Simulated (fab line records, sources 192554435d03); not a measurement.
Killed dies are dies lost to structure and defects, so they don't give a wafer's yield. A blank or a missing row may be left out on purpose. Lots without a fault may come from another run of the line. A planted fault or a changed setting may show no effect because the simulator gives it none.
Split-lot experiment | flow n5_finfet | 7 lots, 21 wafers read, on a route of 1938 steps

THE SPLIT
At N5_BEOL_M2_PECVD_72 (deposits SiO2 from TEOS/O2, target thk 16 nm, time 18 s), the setting time_s was moved away from the recipe's 18 s on 7 of the 21 wafers read, by -14.8% to +13.9%. The other wafers ran this setting at the recipe's value.

The reading is taken at the split's own step.

THE READING
SiO2_of_BEOL_M2_PECVD_72.thk_nm (the simulator's own value, which no gauge read), in nm, at N5_BEOL_M2_PECVD_72 (deposits SiO2 from TEOS/O2, target thk 16 nm, time 18 s). The file gives no usual value for it. The 14 wafers here that ran the recipe average 15.9 nm, standard deviation 0.3 nm.

wafer  | tool, chamber at the split | time_s as run, s | against the recipe | SiO2_of_BEOL_M2_PECVD_72.thk_nm, nm | against lot-mates on the recipe
L083.1 | pecvd-01, 1                | 18               | recipe             | 15.6                                | -
L083.3 | pecvd-01, 0                | 18               | recipe             | 15.8                                | -
L083.6 | pecvd-01, 0                | 15.33            | -14.8%             | 14                                  | -1.7
L085.1 | pecvd-01, 0                | 20.5             | +13.9%             | 18                                  | +2.2
L085.5 | pecvd-01, 1                | 18               | recipe             | 15.6                                | -
L085.6 | pecvd-01, 0                | 18               | recipe             | 16                                  | -
L086.2 | pecvd-03, 0,1              | 16.22            | -9.9%              | 14.2                                | -1.6
L086.6 | pecvd-03, 0,1              | 16.22            | -9.9%              | 14.2                                | -1.6
L086.4 | pecvd-03, 0                | 18               | recipe             | 15.8                                | -
L089.1 | pecvd-03, 1                | 18               | recipe             | 15.6                                | -
L089.3 | pecvd-03, 0                | 18               | recipe             | 16                                  | -
L089.5 | pecvd-03, 0                | 18               | recipe             | 16.4                                | -
L093.1 | pecvd-03, 1                | 18               | recipe             | 15.4                                | -
L093.4 | pecvd-03, 2                | 15.62            | -13.2%             | 14                                  | -1.7
L093.6 | pecvd-03, 0                | 18               | recipe             | 16                                  | -
L079.1 | pecvd-03, 2                | 16.59            | -7.8%              | 14.8                                | -1.2
L079.2 | pecvd-03, 0                | 18               | recipe             | 15.6                                | -
L079.3 | pecvd-03, 2                | 18               | recipe             | 16.4                                | -
L096.1 | pecvd-01, 1                | 17.32            | -3.8%              | 15.2                                | -0.8
L096.3 | pecvd-01, 2                | 18               | recipe             | 15.8                                | -
L096.5 | pecvd-01, 0                | 18               | recipe             | 16.2                                | -
Where a row lists several chambers, the file gives one row for several wafers and doesn't say which wafer went through which chamber.

THE FIT
A straight line over all 21 wafers: SiO2_of_BEOL_M2_PECVD_72.thk_nm changes by +0.147 nm for each +1% of time_s; r = +0.96; the points scatter about the line by 0.28 nm.
The same after taking each lot's own level away (the mean of its wafers on the recipe; 21 wafers): +0.143 nm for each +1%; r = +0.96; scatter 0.27 nm.
On that fit, the largest move of time_s shifts the reading by 2.1 nm.
The lots' own levels span 15.70 to 16.00 nm, that is 1.0 times the standard deviation above.
So the lot-to-lot level changes the slope little: the two slopes agree.
Check: with one of the wafers moved furthest among these (-14.8%) left out of the fit, the line predicts -2.25 nm for it against its lot-mates. It came out at -1.7 nm against them.

OTHER SPLITS ON THESE WAFERS
These wafers also went through other splits before the reading. Each is held against what the fit with the lots' levels taken away leaves over:
other split on the same wafers  | wafers away from the commonest value | r with SiO2_of_BEOL_M2_PECVD_72.thk_nm (lot level and that fit taken away)
N5_BEOL_M0_SAQP_PECVD_04 time_s | 6                                    | -0.13
N5_BEOL_M0_ETCH_138 source_w    | 9                                    | +0.41
N5_BEOL_M0_ETCH_128 source_w    | 5                                    | +0.08
N5_BEOL_M1_COAT_67 spin_rpm     | 7                                    | +0.16
N5_BEOL_M1_DESCUM_33 time_s     | 4                                    | -0.07

THE FILE'S OWN FIT
SiO2_of_BEOL_M2_PECVD_72.thk_nm changes by +0.14 nm for each +1% of time_s, r = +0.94.
